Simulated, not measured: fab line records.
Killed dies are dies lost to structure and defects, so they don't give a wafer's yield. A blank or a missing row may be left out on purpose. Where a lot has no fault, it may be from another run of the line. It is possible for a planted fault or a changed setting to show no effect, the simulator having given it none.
Chamber matching -- flow n5Finfet -- N5_FIN_SAQP_DESCUM_21 on rieDiel-04: 4 sister chambers
The step chemistry O2, time 7.9 s. 18 wafers are shown with their chamber, then 9 later ones without.

== WAFERS WITH THEIR CHAMBER ==
wafer,chamber,showerheadPlenumPTorr (Torr),drypumpMotorCurrentA (A),throttleValvePct (%)
L077.2,3,2.18,5.6,20.08
L077.4,1,2.11,5.7,20.55
L077.5,2,2.16,5.7,20.13
L080.1,2,2.16,5.8,20.14
L080.2,0,2.00,6.7,20.20
L080.5,0,2.00,6.6,20.19
L083.2,0,2.00,6.6,20.21
L083.3,3,2.18,5.7,20.10
L083.6,2,2.16,5.7,20.14
L086.4,2,2.16,5.7,20.15
L086.5,3,2.18,5.7,20.13
L086.6,2,2.16,5.7,20.16
L087.3,3,2.18,5.7,20.13
L087.4,2,2.16,5.8,20.17
L087.6,1,2.10,5.7,20.62
L089.1,2,2.15,5.7,20.16
L089.2,0,1.99,6.6,20.22
L089.4,3,2.17,5.6,20.15

SIGNATURES, as means of the wafers listed above
reading,chamber 0,chamber 1,chamber 2,chamber 3,scatter within a chamber
showerheadPlenumPTorr,1.9975,2.1050,2.1586,2.1780,0.00456
drypumpMotorCurrentA,6.625,5.700,5.729,5.660,0.0491
throttleValvePct,20.2050,20.5850,20.1500,20.1180,0.0227
Rule: for each reading, subtract the chamber's mean from the wafer's reading, divide by that reading's scatter and square the result; add these up over the readings and take the root, which gives the wafer's distance from the chamber. If the next closest chamber is less than 2 further off than the closest, the wafer can't be placed; otherwise it belongs to the closest. How the scatter is found: for the shown wafers, subtract from each reading the mean of its chamber, square and add these, divide the total by (wafers less chambers), then take the root.

== WAFERS MISSING THEIR CHAMBER ==
wafer,showerheadPlenumPTorr (Torr),drypumpMotorCurrentA (A),throttleValvePct (%)
L093.2,1.99,6.6,20.25
L093.4,2.15,5.7,20.20
L093.6,1.99,6.6,20.23
L095.2,1.99,6.6,20.25
L095.4,2.15,5.7,20.18
L095.6,2.10,5.7,20.64
L096.1,2.09,5.7,20.62
L096.2,2.17,5.7,20.15
L096.6,2.15,5.7,20.20

== WHICH CHAMBER EACH WENT THROUGH ==
wafer,from the rows above,in truth
L093.2,0,0
L093.4,2,2
L093.6,0,0
L095.2,0,0
L095.4,2,2
L095.6,1,1
L096.1,1,1
L096.2,can't be placed: 3 or 2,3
L096.6,2,2
Correctly placed: 8 of 9. Not placeable from these rows: 1 (in 1, the candidates include the true chamber). Placed wrongly: 0.
